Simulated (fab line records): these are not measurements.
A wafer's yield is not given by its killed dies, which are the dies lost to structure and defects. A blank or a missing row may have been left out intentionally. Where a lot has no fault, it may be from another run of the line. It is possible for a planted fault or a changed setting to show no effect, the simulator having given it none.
Which tool did it? / flow n5Finfet / Sampling: 8 lots, 24 wafers, 5 of 1938 route steps

WHAT THE GAUGES READ, wafer by wafer
N5_BEOL_M4_RC_MEAS_101.
lot=L649; measured=day 9 05:26; on=prober-01; DIBL_N (mV/V)=35.0 38.3 39.0
lot=L651; measured=day 11 04:26; on=prober-02; DIBL_N (mV/V)=32.7 35.9 36.7
lot=L655; measured=day 12 05:21; on=prober-01; DIBL_N (mV/V)=36.9 35.5 36.7
lot=L656; measured=day 12 12:19; on=prober-01; DIBL_N (mV/V)=32.5 35.8 33.1
lot=L666; measured=day 15 03:25; on=prober-02; DIBL_N (mV/V)=37.2 39.3 36.8
lot=L667; measured=day 15 04:00; on=prober-01; DIBL_N (mV/V)=35.2 33.8 36.6
lot=L670; measured=day 15 08:19; on=prober-01; DIBL_N (mV/V)=36.7 37.2 36.0
lot=L671; measured=day 15 11:02; on=prober-02; DIBL_N (mV/V)=36.1 35.9 37.9

WHICH TOOL RAN EACH LOT (tool, then ch and the chambers of the sampled wafers, then the start)
lot=L649; N5_MOL_CONTACT_COAG_ETCH_89=rieDiel-05 ch 0,1,3, day 5 19:40; N5_MOL_CONTACT_COAG_VIA_ETCH_46=rieDiel-05 ch 1,3, day 5 20:17; N5_MOL_CONTACT_COAG_STRIP_119=plasmaAsher-01 ch 0,1, day 5 20:29; N5_MOL_CONTACT_COAG_EXPOSE_37=euvScanner-02 ch 0, day 5 21:12
lot=L651; N5_MOL_CONTACT_COAG_ETCH_89=rieDiel-01 ch 0,1,3, day 6 06:06; N5_MOL_CONTACT_COAG_VIA_ETCH_46=rieDiel-01 ch 0,1, day 6 06:32; N5_MOL_CONTACT_COAG_STRIP_119=plasmaAsher-02 ch 0,1, day 6 06:44; N5_MOL_CONTACT_COAG_EXPOSE_37=euvScanner-02 ch 0, day 6 07:12
lot=L655; N5_MOL_CONTACT_COAG_ETCH_89=rieDiel-05 ch 1,2, day 6 18:48; N5_MOL_CONTACT_COAG_VIA_ETCH_46=rieDiel-01 ch 0,2,3, day 6 19:21; N5_MOL_CONTACT_COAG_STRIP_119=plasmaAsher-02 ch 0,1, day 6 19:32; N5_MOL_CONTACT_COAG_EXPOSE_37=euvScanner-02 ch 0, day 6 19:59
lot=L656; N5_MOL_CONTACT_COAG_ETCH_89=rieDiel-03 ch 0,1,3, day 7 04:53; N5_MOL_CONTACT_COAG_VIA_ETCH_46=rieDiel-01 ch 0,1,3, day 7 05:20; N5_MOL_CONTACT_COAG_STRIP_119=plasmaAsher-01 ch 0,1, day 7 05:31; N5_MOL_CONTACT_COAG_EXPOSE_37=euvScanner-02 ch 0, day 7 05:50
lot=L666; N5_MOL_CONTACT_COAG_ETCH_89=rieDiel-05 ch 0,1,3, day 9 14:40; N5_MOL_CONTACT_COAG_VIA_ETCH_46=rieDiel-03 ch 0,2,3, day 9 15:31; N5_MOL_CONTACT_COAG_STRIP_119=plasmaAsher-01 ch 0,1, day 9 15:42; N5_MOL_CONTACT_COAG_EXPOSE_37=euvScanner-01 ch 0, day 9 16:09
lot=L667; N5_MOL_CONTACT_COAG_ETCH_89=rieDiel-01 ch 1,2,3, day 9 22:13; N5_MOL_CONTACT_COAG_VIA_ETCH_46=rieDiel-03 ch 1,2,3, day 9 22:44; N5_MOL_CONTACT_COAG_STRIP_119=plasmaAsher-01 ch 0,1, day 9 22:56; N5_MOL_CONTACT_COAG_EXPOSE_37=euvScanner-01 ch 0, day 9 23:15
lot=L670; N5_MOL_CONTACT_COAG_ETCH_89=rieDiel-05 ch 0,3, day 10 17:29; N5_MOL_CONTACT_COAG_VIA_ETCH_46=rieDiel-05 ch 0,3, day 10 17:55; N5_MOL_CONTACT_COAG_STRIP_119=plasmaAsher-01 ch 0,1, day 10 18:07; N5_MOL_CONTACT_COAG_EXPOSE_37=euvScanner-01 ch 0, day 10 18:34
lot=L671; N5_MOL_CONTACT_COAG_ETCH_89=rieDiel-03 ch 0,1,2, day 10 20:40; N5_MOL_CONTACT_COAG_VIA_ETCH_46=rieDiel-01 ch 0,1,3, day 10 21:05; N5_MOL_CONTACT_COAG_STRIP_119=plasmaAsher-02 ch 0,1, day 10 21:17; N5_MOL_CONTACT_COAG_EXPOSE_37=euvScanner-01 ch 0, day 10 21:36
- N5_MOL_CONTACT_COAG_ETCH_89: etches underlayer in N2/H2, target depth 13 nm, time 10.4 s.
- N5_MOL_CONTACT_COAG_VIA_ETCH_46: etches SiO2 in C4F6/O2, target depth 46 nm, overetch 9.2 nm, time 40 s.
- N5_MOL_CONTACT_COAG_STRIP_119: strips in N2/H2, time 30 s.
- N5_MOL_CONTACT_COAG_EXPOSE_37: exposes mask VD, defocus 0 nm.

THE ANSWER, worked out from the rows above alone
Rule: usual is defined by the lots themselves. The widest of any qualifying gaps counts: lots, ordered by their means at a reading, are off when they make up no more than a third of the lots, leave a main group of 4 or more, and stand apart from it by 3 or more times the standard deviation of that group's means. Not used: any main group whose means are identical at the precision the tables above print for the reading. A lot without any number at a reading at which 4 lots or more have one is off too. Any other lot the step has rows for is counted as sound.
No lot is off at any reading shown: from this, nothing can be told.

WHAT THE SIMULATOR HAD INSERTED
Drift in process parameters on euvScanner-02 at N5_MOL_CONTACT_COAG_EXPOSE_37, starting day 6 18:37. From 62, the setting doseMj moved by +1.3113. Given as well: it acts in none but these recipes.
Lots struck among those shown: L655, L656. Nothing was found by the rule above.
